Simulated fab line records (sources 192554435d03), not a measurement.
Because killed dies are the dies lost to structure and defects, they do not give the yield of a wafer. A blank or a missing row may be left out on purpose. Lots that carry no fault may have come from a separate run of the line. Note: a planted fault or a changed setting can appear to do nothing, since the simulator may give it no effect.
Matching of chambers || flow n5-finfet || N5_FIN_SAQP_PECVD_48 on pecvd-04 has 3 sister chambers
The step deposits SiNx from SiH4/NH3/N2, target thk 25 nm, time 22.1 s. 20 wafers are shown with their chamber, then 10 later ones without.

EACH WAFER AND ITS CHAMBER
{"wafer": "L074.1", "chamber": 0, "throttle-valve-pct (%)": 41.8, "showerhead-plenum-p-Torr (Torr)": 5.14, "showerhead-vpp-V (V)": 1046}
{"wafer": "L074.2", "chamber": 1, "throttle-valve-pct (%)": 44.7, "showerhead-plenum-p-Torr (Torr)": 5.10, "showerhead-vpp-V (V)": 1144}
{"wafer": "L074.4", "chamber": 2, "throttle-valve-pct (%)": 38.2, "showerhead-plenum-p-Torr (Torr)": 5.03, "showerhead-vpp-V (V)": 1051}
{"wafer": "L075.3", "chamber": 2, "throttle-valve-pct (%)": 38.1, "showerhead-plenum-p-Torr (Torr)": 5.02, "showerhead-vpp-V (V)": 1045}
{"wafer": "L075.4", "chamber": 0, "throttle-valve-pct (%)": 41.6, "showerhead-plenum-p-Torr (Torr)": 5.13, "showerhead-vpp-V (V)": 1051}
{"wafer": "L075.6", "chamber": 2, "throttle-valve-pct (%)": 38.4, "showerhead-plenum-p-Torr (Torr)": 5.04, "showerhead-vpp-V (V)": 1053}
{"wafer": "L078.2", "chamber": 1, "throttle-valve-pct (%)": 44.5, "showerhead-plenum-p-Torr (Torr)": 5.11, "showerhead-vpp-V (V)": 1127}
{"wafer": "L078.3", "chamber": 2, "throttle-valve-pct (%)": 38.3, "showerhead-plenum-p-Torr (Torr)": 5.04, "showerhead-vpp-V (V)": 1038}
{"wafer": "L078.5", "chamber": 0, "throttle-valve-pct (%)": 41.6, "showerhead-plenum-p-Torr (Torr)": 5.14, "showerhead-vpp-V (V)": 1038}
{"wafer": "L081.2", "chamber": 2, "throttle-valve-pct (%)": 38.1, "showerhead-plenum-p-Torr (Torr)": 5.04, "showerhead-vpp-V (V)": 1035}
{"wafer": "L081.3", "chamber": 1, "throttle-valve-pct (%)": 44.4, "showerhead-plenum-p-Torr (Torr)": 5.11, "showerhead-vpp-V (V)": 1108}
{"wafer": "L081.6", "chamber": 2, "throttle-valve-pct (%)": 38.6, "showerhead-plenum-p-Torr (Torr)": 5.03, "showerhead-vpp-V (V)": 1055}
{"wafer": "L083.1", "chamber": 2, "throttle-valve-pct (%)": 38.5, "showerhead-plenum-p-Torr (Torr)": 5.04, "showerhead-vpp-V (V)": 1040}
{"wafer": "L083.2", "chamber": 1, "throttle-valve-pct (%)": 44.3, "showerhead-plenum-p-Torr (Torr)": 5.11, "showerhead-vpp-V (V)": 1154}
{"wafer": "L083.5", "chamber": 2, "throttle-valve-pct (%)": 38.4, "showerhead-plenum-p-Torr (Torr)": 5.04, "showerhead-vpp-V (V)": 1050}
{"wafer": "L085.1", "chamber": 1, "throttle-valve-pct (%)": 44.5, "showerhead-plenum-p-Torr (Torr)": 5.10, "showerhead-vpp-V (V)": 1153}
{"wafer": "L085.3", "chamber": 2, "throttle-valve-pct (%)": 38.4, "showerhead-plenum-p-Torr (Torr)": 5.04, "showerhead-vpp-V (V)": 1056}
{"wafer": "L085.5", "chamber": 0, "throttle-valve-pct (%)": 41.9, "showerhead-plenum-p-Torr (Torr)": 5.12, "showerhead-vpp-V (V)": 1051}
{"wafer": "L088.1", "chamber": 2, "throttle-valve-pct (%)": 38.5, "showerhead-plenum-p-Torr (Torr)": 5.03, "showerhead-vpp-V (V)": 1053}
{"wafer": "L088.3", "chamber": 0, "throttle-valve-pct (%)": 41.7, "showerhead-plenum-p-Torr (Torr)": 5.15, "showerhead-vpp-V (V)": 1047}

SIGNATURES (averages over the wafers above)
{"reading": "throttle-valve-pct", "chamber 0": 41.720, "chamber 1": 44.480, "chamber 2": 38.350, "scatter within a chamber": 0.157}
{"reading": "showerhead-plenum-p-Torr", "chamber 0": 5.1360, "chamber 1": 5.1060, "chamber 2": 5.0350, "scatter within a chamber": 0.00801}
{"reading": "showerhead-vpp-V", "chamber 0": 1046.60, "chamber 1": 1137.20, "chamber 2": 1047.60, "scatter within a chamber": 11.3}
Rule: a wafer lies at a distance from a chamber equal to the root of the sum of squares, over the readings, of (its reading less the chamber's mean, divided by the reading's scatter). If the next closest chamber is less than 2 further off than the closest, the wafer can't be placed; otherwise it belongs to the closest. How the scatter is found: for the shown wafers, subtract from each reading the mean of its chamber, square and add these, divide the total by (wafers less chambers), then take the root.

WAFERS MISSING THEIR CHAMBER
{"wafer": "L088.6", "throttle-valve-pct (%)": 38.6, "showerhead-plenum-p-Torr (Torr)": 5.04, "showerhead-vpp-V (V)": 1054}
{"wafer": "L091.2", "throttle-valve-pct (%)": 44.7, "showerhead-plenum-p-Torr (Torr)": 5.10, "showerhead-vpp-V (V)": 1151}
{"wafer": "L091.3", "throttle-valve-pct (%)": 44.6, "showerhead-plenum-p-Torr (Torr)": 5.10, "showerhead-vpp-V (V)": 1146}
{"wafer": "L091.5", "throttle-valve-pct (%)": 41.5, "showerhead-plenum-p-Torr (Torr)": 5.13, "showerhead-vpp-V (V)": 1046}
{"wafer": "L092.2", "throttle-valve-pct (%)": 44.4, "showerhead-plenum-p-Torr (Torr)": 5.11, "showerhead-vpp-V (V)": 1140}
{"wafer": "L092.4", "throttle-valve-pct (%)": 41.8, "showerhead-plenum-p-Torr (Torr)": 5.15, "showerhead-vpp-V (V)": 1073}
{"wafer": "L092.5", "throttle-valve-pct (%)": 38.6, "showerhead-plenum-p-Torr (Torr)": 5.03, "showerhead-vpp-V (V)": 1051}
{"wafer": "L094.2", "throttle-valve-pct (%)": 44.3, "showerhead-plenum-p-Torr (Torr)": 5.10, "showerhead-vpp-V (V)": 1158}
{"wafer": "L094.4", "throttle-valve-pct (%)": 38.9, "showerhead-plenum-p-Torr (Torr)": 5.03, "showerhead-vpp-V (V)": 1044}
{"wafer": "L094.6", "throttle-valve-pct (%)": 42.0, "showerhead-plenum-p-Torr (Torr)": 5.12, "showerhead-vpp-V (V)": 1054}

EACH ONE'S CHAMBER
{"wafer": "L088.6", "from the rows above": 2, "in truth": 2}
{"wafer": "L091.2", "from the rows above": 1, "in truth": 1}
{"wafer": "L091.3", "from the rows above": 1, "in truth": 1}
{"wafer": "L091.5", "from the rows above": 0, "in truth": 0}
{"wafer": "L092.2", "from the rows above": 1, "in truth": 1}
{"wafer": "L092.4", "from the rows above": 0, "in truth": 0}
{"wafer": "L092.5", "from the rows above": 2, "in truth": 2}
{"wafer": "L094.2", "from the rows above": 1, "in truth": 1}
{"wafer": "L094.4", "from the rows above": 2, "in truth": 2}
{"wafer": "L094.6", "from the rows above": 0, "in truth": 0}
Placed correctly: 10 of 10. Number that these rows cannot place: 0. Placed wrongly: 0.
